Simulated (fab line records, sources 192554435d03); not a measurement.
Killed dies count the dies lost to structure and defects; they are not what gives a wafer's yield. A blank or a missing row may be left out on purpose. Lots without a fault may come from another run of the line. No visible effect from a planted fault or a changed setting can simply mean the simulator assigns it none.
Struck lot and sound lot, side by side    flow n5_finfet    37 out of 1938 route steps
Sound: wafers L304.3, L304.4, L304.6. Struck: wafer L322.2 (left out: L322.3, L322.6 of the same lot, which were not struck); the cause appears at the end.
For every step that has rows: the tool of each side, followed by ch and its chambers, followed by its first start. Under that, the readings that differ: sound wafers    struck wafers    difference of the means    sigmas: that difference in standard deviations of wafers without a fault.
alike: same words and numbers on both sides, and readings whose means sit less than 2 such deviations apart. not compared: any withheld reading, any reading some wafer has no value for, any bound like >300 that may hide the same value, and any number with overlapping values for which the record gives no deviation.
A row with sigmas, a row that says differs or no value, or rows on one side alone: a step with any of these is where the two part. Non-overlapping numbers with no deviation appear without sigmas and do not part them. A reading that every wafer of one side lacks parts them only if that side has two wafers or more.

first, 9 steps without rows for these wafers: N5_BEOL_M3_ANNEAL_95 (time 240 s); N5_BEOL_M3_SPUTTER_96 (material Cu, target thk 4.5 nm, time 8.29 s); N5_BEOL_M3_ECD_50 (material Cu, target thk 300 nm); N5_BEOL_M3_ANNEAL_51 (time 90 s); N5_BEOL_M3_CMP_52 (polishes, stops on SiOC, t overpolish 6.8 s, target thk 40 nm); N5_BEOL_M3_PRE_CLEAN_60 (time 15 s); N5_BEOL_M3_CO_CAP_55 (material Co, precursor CCTBA/H2, target thk 2 nm, time 102.1 s); N5_BEOL_M3_PRE_CLEAN_56 (time 15 s); N5_BEOL_M3_DEP_57 (deposits SiCN from 3MS/NH3, target thk 8 nm, time 14 s).
N5_BEOL_M4_ILD_DEP_00: deposits SiOC from DEMS/O2, target thk 79 nm, time 15.3 s.
  sound on pecvd-03 ch 0,1, day 8 00:17; struck on pecvd-01 ch 0, day 12 15:50
reading                                       sound                 struck  difference  sigmas
susceptor_temp_C (C)                          349.95 349.66 349.85  350.33  +0.51       +2
model.SiOC_of_BEOL_M4_ILD_DEP_00.thk_nm (nm)  78.6 79 79.6          92      +13         
  alike: heater_power_w, showerhead_plenum_p_Torr, throttle_valve_pct
  not compared: since_wet_clean_h
N5_BEOL_M4_THK_MEAS_01:
  sound on film_metro-01 at day 8 00:21; struck on film_metro-02 at day 12 15:56
reading          sound           struck  difference  sigmas
M4_ILD_THK (nm)  78.7 78.9 79.7  92.1    +13.0       +12
then, 24 steps without rows for these wafers: N5_BEOL_M4_PECVD_72 (deposits SiO2 from TEOS/O2, target thk 16 nm, time 18 s); N5_BEOL_M4_HM_DEP_02 (deposits TiN, target thk 20 nm); N5_BEOL_M4_COAT_61 (time 60 s, resist thk 60 nm); N5_BEOL_M4_COAT_62 (time 60 s, resist thk 12 nm); N5_BEOL_M4_COAT_73 (time 60 s, resist thk 5 nm); N5_BEOL_M4_COAT_05 (resist thk 30 nm); N5_BEOL_M4_EBR_07; N5_BEOL_M4_SOFTBAKE_06 (time 60 s); N5_BEOL_M4_EXPOSE_08 (exposes mask M4); N5_BEOL_M4_PEB_09 (peb time 60 s); N5_BEOL_M4_DEVELOP_10 (develop time 30 s); N5_BEOL_M4_DESCUM_16 (chemistry O2, time 7 s); N5_BEOL_M4_ETCH_74 (etches underlayer in N2/H2, target depth 6.5 nm, time 5.2 s); N5_BEOL_M4_ETCH_63 (etches SiARC in CF4, target depth 15.6 nm, time 26 s); N5_BEOL_M4_ETCH_64 (etches SOC in N2/H2, target depth 75 nm, overetch 22.5 nm, time 121.9 s); N5_BEOL_M4_STRIP_65 (strips in N2/H2); N5_BEOL_M4_STRIP_75 (strips in N2/H2); N5_BEOL_M4_STRIP_66 (strips in CF4); N5_BEOL_M4_HM_OPEN_17 (chemistry Cl2/BCl3, target TiN, target depth 20 nm, overetch 6 nm); N5_BEOL_M4_STRIP_19 (strips in O2); N5_BEOL_M4_COAT_67 (time 60 s, resist thk 60 nm); N5_BEOL_M4_COAT_68 (time 60 s, resist thk 12 nm); N5_BEOL_M4_COAT_76 (time 60 s, resist thk 5 nm); N5_BEOL_M4_COAT_22 (resist thk 30 nm).
N5_BEOL_M4_CMP_52: polishes, stops on SiOC, t overpolish 6.8 s, target thk 40 nm.
  sound on cmp-01 ch 0,1,3, day 8 09:51; struck on cmp-01 ch 2, day 13 04:50
reading                                       sound         struck  difference  sigmas
model.SiOC_of_BEOL_M4_ILD_DEP_00.thk_nm (nm)  75.6 76 76.6  89      +13         
  alike: motor_current_A, retaining_ring_pressure_frac
N5_BEOL_M4_RC_MEAS_101:
  sound on prober-02 ch 0, day 8 10:46; struck on prober-02 ch 0, day 13 05:36
reading        sound           struck  difference  sigmas
SS_P (mV/dec)  72.2 73.5 72.4  74.0    +1.3        +2
  alike: DIBL_N, DIBL_P, IOFF_N, IOFF_P, ION_N, ION_P, SS_N, VT_N, VT_P

## WHERE THEY PART
First at N5_BEOL_M4_ILD_DEP_00; last, within this record, at N5_BEOL_M4_RC_MEAS_101.

WHY: the cause the simulator had injected
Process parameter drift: pecvd-01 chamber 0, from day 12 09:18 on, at N5_BEOL_M4_ILD_DEP_00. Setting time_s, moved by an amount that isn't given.
